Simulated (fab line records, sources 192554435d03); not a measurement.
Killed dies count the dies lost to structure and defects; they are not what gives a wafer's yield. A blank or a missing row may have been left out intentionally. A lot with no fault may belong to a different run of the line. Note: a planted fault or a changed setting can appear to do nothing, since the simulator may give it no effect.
Comparing a struck lot with a sound one | flow n5Finfet | 27 steps out of a route of 1938
Sound: the wafers L163.2, L163.5, L163.6. The struck wafers were L168.1, L168.3, L168.5. The cause comes at the end.
Each step with rows lists, per side, the tool, then ch with its chambers, then its first start. Under that, the readings that differ: sound wafers | struck wafers | difference of the means | sigmas: that difference in standard deviations of wafers without a fault.
alike: readings whose means differ by less than 2 such deviations, and words and numbers that are the same on both sides. not compared: withheld readings, readings that some wafer has no value for, bounds like >300 that may hide the same value, and numbers for which the record gives no deviation and whose values overlap.
A row with sigmas, a row that says differs or no value, or rows on one side alone: a step with any of these is where the two part. Numbers that have no deviation but don't overlap get no sigmas and don't part them. Lack of a reading on every wafer of one side parts them only where that side has two or more wafers.

first, 10 steps without rows for these wafers: N5_DUMMY_GATE_STRIP_48 (strips in N2/H2, time 20 s); N5_DUMMY_GATE_PRECLEAN_33 (cleans in dHF, time 10 s); N5_DUMMY_GATE_PRECLEAN_25 (cleans in O3/DIW, time 45 s); N5_DUMMY_GATE_PRECLEAN_51 (cleans in SC2, time 45 s); N5_DUMMY_GATE_SRD_26 (time 30 s); N5_DUMMY_GATE_UV_OZONE_45 (time 120 s); N5_SPACER0_ALD_07 (deposits SiNx, target thk 2 nm); N5_SPACER0_ALD_00 (deposits SiOCN, target thk 3.5 nm, pulse time 3 s, purge time 2 s); N5_SPACER0_ALD_08 (deposits SiNx, target thk 2 nm); N5_SD_EPI_N_COAT_32 (time 60 s, resist thk 350 nm).
N5_SD_EPI_N_COAT_33: time 60 s, resist thk 35 nm.
  sound on lithoTrack-01 ch 0, day 6 11:41; struck on lithoTrack-01 ch 0, day 7 20:08
reading                                    | sound                | struck               | difference | sigmas
spinSpeedRpm (rpm)                         | 1501.5 1499.3 1498.1 | 1307.7 1306.5 1306.6 | -192.7     | -99 or more
model.SiARC_of_SD_EPI_N_COAT_33.thkNm (nm) | 35 35.2 35           | 37.6 37.6 37.6       | +2.5       | 
then, 7 steps without rows for these wafers: N5_SD_EPI_N_COAT_03 (resist thk 150 nm); N5_SD_EPI_N_EBR_05; N5_SD_EPI_N_SOFTBAKE_04 (time 60 s); N5_SD_EPI_N_EXPOSE_06 (exposes mask SD N BLK, target cd 120 nm); N5_SD_EPI_N_PEB_07 (peb time 60 s); N5_SD_EPI_N_DEVELOP_08 (develop time 30 s); N5_SD_EPI_N_DESCUM_14 (chemistry O2, time 7.9 s).
N5_SD_EPI_N_ETCH_34: etches SiARC in CF4, target depth 45.5 nm, time 75.8 s.
  sound on rieDiel-04 ch 0,3, day 6 12:03; struck on rieDiel-04 ch 1,2, day 7 20:29
reading                                            | sound             | struck            | difference | sigmas
etchRfOnTimeS (s)                                  | 76.1 76.3 76.1    | 79.7 79.2 79.1    | +3.2       | +3
model.etch.depthNm (nm)                            | 35.04 35.12 35.04 | 37.69 37.63 37.54 | +2.55      | 
model.CAR-ArF-block_of_SD_EPI_N_COAT_03.thkNm (nm) | 111 110.8 111.2   | 108.2 108.2 108.4 | -2.7       | 
  alike: drypumpMotorCurrentA, oesProductAu, rfVppV, showerheadPlenumPTorr, throttleValvePct
  not compared: rfHoursCounterH
then, 4 steps without rows for these wafers: N5_SD_EPI_N_ETCH_35 (etches SOC in N2/H2, overetch 108 nm, time 486 s); N5_SD_EPI_N_STRIP_36 (strips in N2/H2); N5_SD_EPI_N_ETCHBACK_44 (etches SiNx in CH3F/O2, stops on SiO2, target depth 14.5 nm); N5_SD_EPI_N_ETCH_45 (etches SiOCN in CH3F/O2, target depth 6 nm).
N5_SD_EPI_N_ETCH_16: etches SiO2 in CHF3/O2, target depth 5 nm.
  sound on rieDiel-04 ch 0,3, day 6 12:38; struck on rieDiel-04 ch 1,2, day 7 21:04
reading                                    | sound          | struck         | difference | sigmas
model.SiARC_of_SD_EPI_N_COAT_33.thkNm (nm) | 12.2 12.2 12.4 | 14.6 14.6 14.4 | +2.3       | 
  alike: drypumpMotorCurrentA, oesProductAu, rfVppV, showerheadPlenumPTorr, throttleValvePct
  not compared: rfHoursCounterH
then, 1 step without rows for these wafers: N5_SD_EPI_N_STRIP_47 (strips in CHF3/O2).
-- the record jumps here: 5 days lie between the struck wafers' starts before and after (it left off in module SD_EPI_N and takes up again in module BEOL_M4, whose first step shown is number 1111 of the route) --
N5_BEOL_M4_RC_MEAS_101:
  sound on prober-01 ch 0, day 11 15:24; struck on prober-01 ch 0, day 12 12:43
reading        | sound             | struck            | difference | sigmas
DIBL_N (mV/V)  | 38.5 38.5 38.3    | 34.3 34.1 36.8    | -3.4       | -2
IOFF_P (nA/um) | 0.28 0.31 0.32    | 0.19 0.19 0.25    | -0.09      | -2
VT_N (mV)      | 245.6 245.3 246.2 | 254.0 251.3 249.9 | +6.0       | +2
  alike: DIBL_P, IOFF_N, ION_N, ION_P, SS_N, SS_P, VT_P
next, for these wafers, 1 step has no rows: N5_PASSIVATION_PROBE_49.

WHERE THEY PART
First at N5_SD_EPI_N_COAT_33; last, within this record, at N5_BEOL_M4_RC_MEAS_101.

WHY: the cause the simulator had injected
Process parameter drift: lithoTrack-01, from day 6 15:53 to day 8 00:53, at N5_SD_EPI_N_COAT_33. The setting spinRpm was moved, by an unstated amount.
